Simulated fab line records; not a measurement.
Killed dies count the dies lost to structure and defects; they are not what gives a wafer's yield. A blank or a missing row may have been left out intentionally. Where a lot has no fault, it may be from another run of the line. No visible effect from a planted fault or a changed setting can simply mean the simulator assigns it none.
Split-lot experiment || flow n5 finfet || 21 wafers read from 7 lots, route of 1938 steps

## THE SPLIT
At N5_SDB_ALD_29 (deposits SiNx, target thk 30 nm, pulse time 1 s, ald cycles 600), the setting ald cycles was moved away from the recipe's 600 on 6 of the 21 wafers read, by -16.0% to +15.8%. The other wafers ran this setting at the recipe's value.

The reading comes from the split's own step.

## THE READING
SiNx_of_SDB_ALD_29.thk nm (the simulator's own value, which no gauge read), in nm, at N5_SDB_ALD_29 (deposits SiNx, target thk 30 nm, pulse time 1 s, ald cycles 600). The file gives no usual value for it. Here, 15 wafers ran the recipe; their average is 30.0 nm with a standard deviation of 0.1 nm.

{"wafer": "L074.1", "tool, chamber at the split": "ald sin-03, 1,3,3", "ald cycles as run": 600, "against the recipe": "recipe", "SiNx_of_SDB_ALD_29.thk nm, nm": 30, "against lot-mates on the recipe": "-"}
{"wafer": "L074.3", "tool, chamber at the split": "ald sin-03, 1,3,3", "ald cycles as run": 600, "against the recipe": "recipe", "SiNx_of_SDB_ALD_29.thk nm, nm": 30, "against lot-mates on the recipe": "-"}
{"wafer": "L074.5", "tool, chamber at the split": "ald sin-03, 1,3,3", "ald cycles as run": 600, "against the recipe": "recipe", "SiNx_of_SDB_ALD_29.thk nm, nm": 30, "against lot-mates on the recipe": "-"}
{"wafer": "L075.3", "tool, chamber at the split": "ald sin-01, 0", "ald cycles as run": 600, "against the recipe": "recipe", "SiNx_of_SDB_ALD_29.thk nm, nm": 29.8, "against lot-mates on the recipe": "-"}
{"wafer": "L075.4", "tool, chamber at the split": "ald sin-01, 3", "ald cycles as run": 504, "against the recipe": "-16.0%", "SiNx_of_SDB_ALD_29.thk nm, nm": 25, "against lot-mates on the recipe": -4.9}
{"wafer": "L075.5", "tool, chamber at the split": "ald sin-01, 1", "ald cycles as run": 600, "against the recipe": "recipe", "SiNx_of_SDB_ALD_29.thk nm, nm": 30, "against lot-mates on the recipe": "-"}
{"wafer": "L082.2", "tool, chamber at the split": "ald sin-03, 3", "ald cycles as run": 600, "against the recipe": "recipe", "SiNx_of_SDB_ALD_29.thk nm, nm": 30, "against lot-mates on the recipe": "-"}
{"wafer": "L082.3", "tool, chamber at the split": "ald sin-03, 0", "ald cycles as run": 600, "against the recipe": "recipe", "SiNx_of_SDB_ALD_29.thk nm, nm": 30.2, "against lot-mates on the recipe": "-"}
{"wafer": "L082.4", "tool, chamber at the split": "ald sin-03, 1", "ald cycles as run": 630, "against the recipe": "+5.0%", "SiNx_of_SDB_ALD_29.thk nm, nm": 31.6, "against lot-mates on the recipe": "+1.5"}
{"wafer": "L087.1", "tool, chamber at the split": "ald sin-01, 3", "ald cycles as run": 600, "against the recipe": "recipe", "SiNx_of_SDB_ALD_29.thk nm, nm": 30, "against lot-mates on the recipe": "-"}
{"wafer": "L087.4", "tool, chamber at the split": "ald sin-01, 1", "ald cycles as run": 695, "against the recipe": "+15.8%", "SiNx_of_SDB_ALD_29.thk nm, nm": 35, "against lot-mates on the recipe": "+5.0"}
{"wafer": "L087.5", "tool, chamber at the split": "ald sin-01, 0", "ald cycles as run": 695, "against the recipe": "+15.8%", "SiNx_of_SDB_ALD_29.thk nm, nm": 34.8, "against lot-mates on the recipe": "+4.8"}
{"wafer": "L090.2", "tool, chamber at the split": "ald sin-03, 2", "ald cycles as run": 550, "against the recipe": "-8.3%", "SiNx_of_SDB_ALD_29.thk nm, nm": 27.4, "against lot-mates on the recipe": -2.5}
{"wafer": "L090.3", "tool, chamber at the split": "ald sin-03, 3", "ald cycles as run": 600, "against the recipe": "recipe", "SiNx_of_SDB_ALD_29.thk nm, nm": 29.8, "against lot-mates on the recipe": "-"}
{"wafer": "L090.4", "tool, chamber at the split": "ald sin-03, 1", "ald cycles as run": 600, "against the recipe": "recipe", "SiNx_of_SDB_ALD_29.thk nm, nm": 30, "against lot-mates on the recipe": "-"}
{"wafer": "L094.3", "tool, chamber at the split": "ald sin-01, 0,3,0", "ald cycles as run": 600, "against the recipe": "recipe", "SiNx_of_SDB_ALD_29.thk nm, nm": 30, "against lot-mates on the recipe": "-"}
{"wafer": "L094.4", "tool, chamber at the split": "ald sin-01, 0,3,0", "ald cycles as run": 600, "against the recipe": "recipe", "SiNx_of_SDB_ALD_29.thk nm, nm": 30, "against lot-mates on the recipe": "-"}
{"wafer": "L094.5", "tool, chamber at the split": "ald sin-01, 0,3,0", "ald cycles as run": 600, "against the recipe": "recipe", "SiNx_of_SDB_ALD_29.thk nm, nm": 30, "against lot-mates on the recipe": "-"}
{"wafer": "L097.1", "tool, chamber at the split": "ald sin-02, 1", "ald cycles as run": 653, "against the recipe": "+8.8%", "SiNx_of_SDB_ALD_29.thk nm, nm": 32.8, "against lot-mates on the recipe": "+2.7"}
{"wafer": "L097.2", "tool, chamber at the split": "ald sin-02, 3", "ald cycles as run": 600, "against the recipe": "recipe", "SiNx_of_SDB_ALD_29.thk nm, nm": 30, "against lot-mates on the recipe": "-"}
{"wafer": "L097.4", "tool, chamber at the split": "ald sin-02, 0", "ald cycles as run": 600, "against the recipe": "recipe", "SiNx_of_SDB_ALD_29.thk nm, nm": 30.2, "against lot-mates on the recipe": "-"}
When a row names more than one chamber, that row covers several wafers, and the file does not tell which wafer ran in which chamber.

THE FIT
A straight line over all 21 wafers: SiNx_of_SDB_ALD_29.thk nm changes by +0.311 nm for each +1% of ald cycles; r = +1.00; the points scatter about the line by 0.099 nm.
The same after taking each lot's own level away (the mean of its wafers on the recipe; 21 wafers): +0.307 nm for each +1%; r = +1.00; scatter 0.075 nm.
That fit puts the effect of the largest move of ald cycles on the reading at 4.9 nm.
The span of the lots' own levels, 29.90 to 30.10 nm, comes to 1.9 times the standard deviation stated above.
The two slopes are in agreement: the lot-to-lot level therefore moves the slope only a little.
Check: for one of the wafers moved furthest among these (-16.0%), held out of the fit, the line's prediction against its lot-mates is -4.92 nm. It came out at -4.9 nm against them.

## FURTHER SPLITS ON THESE WAFERS
Note: prior to the reading, these wafers also went through further splits. Each is held against what the fit with the lots' levels taken away leaves over:
{"other split on the same wafers": "N5_SD_EPI_P_EXPOSE_06 dose mj", "wafers away from the commonest value": 8, "r with SiNx_of_SDB_ALD_29.thk nm (lot level and that fit taken away)": "+0.22"}

## THE WHOLE CHAIN: every reading that the file lists as answering this split, in the file's order
{"step": "N5_SDB_ALD_29", "what it does": "deposits SiNx, target thk 30 nm, pulse time 1 s, ald cycles 600", "reading": "SiNx_of_SDB_ALD_29.thk nm (the simulator's own value, which no gauge read)", "change (the file's fit)": "+0.307 nm for each +1% of the setting", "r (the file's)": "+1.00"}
{"step": "N5_SDB_CMP_30", "what it does": "polishes, stops on poly-Si, t overpolish 1.54 s, target thk 30 nm", "reading": "SiNx_of_SDB_ALD_29.thk nm (the simulator's own value, which no gauge read)", "change (the file's fit)": "not straight: 25 at the lowest setting, 30 at the recipe, 29.5 at the highest", "r (the file's)": "not given"}

## THE FILE'S OWN FIT
SiNx_of_SDB_ALD_29.thk nm changes by +0.307 nm for each +1% of ald cycles, r = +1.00.
